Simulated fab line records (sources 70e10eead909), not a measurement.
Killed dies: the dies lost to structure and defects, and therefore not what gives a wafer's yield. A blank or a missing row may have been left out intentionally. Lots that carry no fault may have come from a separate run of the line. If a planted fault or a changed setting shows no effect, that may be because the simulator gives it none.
Chamber matching | flow nand_harc | pecvd-03 running NHARC_A_SLIT_DEP_25: 3 sister chambers
The step deposits SiO2, target thk 200 nm. 18 wafers are shown with their chamber, then 9 later ones without.

== EACH WAFER AND ITS CHAMBER ==
wafer  | chamber | heater_power_w (W) | throttle_valve_pct (%) | susceptor_temp_C (C)
L079.2 | 0       | 447                | 15.8                   | 400.16
L079.4 | 0       | 446                | 15.9                   | 400.32
L079.5 | 2       | 712                | 15.7                   | 400.10
L081.2 | 0       | 458                | 15.6                   | 400.18
L081.5 | 1       | 528                | 15.7                   | 399.98
L081.6 | 0       | 458                | 15.8                   | 400.55
L082.1 | 1       | 525                | 15.9                   | 400.23
L082.2 | 2       | 705                | 15.9                   | 399.96
L082.4 | 2       | 689                | 15.5                   | 399.99
L086.1 | 0       | 498                | 15.9                   | 399.81
L086.2 | 1       | 474                | 15.8                   | 399.67
L086.5 | 1       | 485                | 15.6                   | 399.75
L087.1 | 2       | 567                | 15.5                   | 400.20
L087.5 | 2       | 578                | 15.1                   | 400.08
L087.6 | 1       | 523                | 15.8                   | 400.17
L088.1 | 0       | 498                | 15.6                   | 400.48
L088.5 | 2       | 678                | 15.5                   | 400.01
L088.6 | 1       | 490                | 15.5                   | 400.36

SIGNATURES (averages over the wafers above)
reading            | chamber 0 | chamber 1 | chamber 2 | scatter within a chamber
heater_power_w     | 467.50    | 504.17    | 654.83    | 42.3
throttle_valve_pct | 15.767    | 15.717    | 15.533    | 0.192
susceptor_temp_C   | 400.2500  | 400.0267  | 400.0567  | 0.227
Rule: a wafer's distance from a chamber is the root of the sum, over the readings, of the square of ((its reading less the chamber's mean) divided by the reading's scatter). The wafer belongs to the nearest chamber; if the next one is less than 2 further off, it can't be placed. The scatter: take each reading less its chamber's mean, square it, sum over the shown wafers, divide by the number of wafers less the number of chambers, and take the root.

== WAFERS WHOSE CHAMBER IS MISSING ==
wafer  | heater_power_w (W) | throttle_valve_pct (%) | susceptor_temp_C (C)
L091.1 | 401                | 16.2                   | 399.75
L091.2 | 448                | 15.6                   | 399.99
L091.3 | 565                | 15.5                   | 399.90
L094.1 | 654                | 15.6                   | 400.57
L094.2 | 439                | 15.8                   | 399.92
L094.5 | 466                | 16.1                   | 400.01
L095.3 | 458                | 15.5                   | 399.92
L095.4 | 430                | 16.0                   | 399.80
L095.6 | 677                | 15.5                   | 399.97

== WHICH CHAMBER EACH WENT THROUGH ==
wafer  | from the rows above          | in truth
L091.1 | can't be placed: 0 or 1      | 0
L091.2 | can't be placed: 1 or 0      | 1
L091.3 | can't be placed: 1 or 2 or 0 | 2
L094.1 | 2                            | 2
L094.2 | can't be placed: 0 or 1      | 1
L094.5 | can't be placed: 0 or 1      | 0
L095.3 | can't be placed: 1 or 0      | 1
L095.4 | can't be placed: 0 or 1      | 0
L095.6 | 2                            | 2
Correct placement for 2 of the 9. From these rows, 7 cannot be placed; in 7 the true chamber is one of the candidates. Placed wrongly: 0.
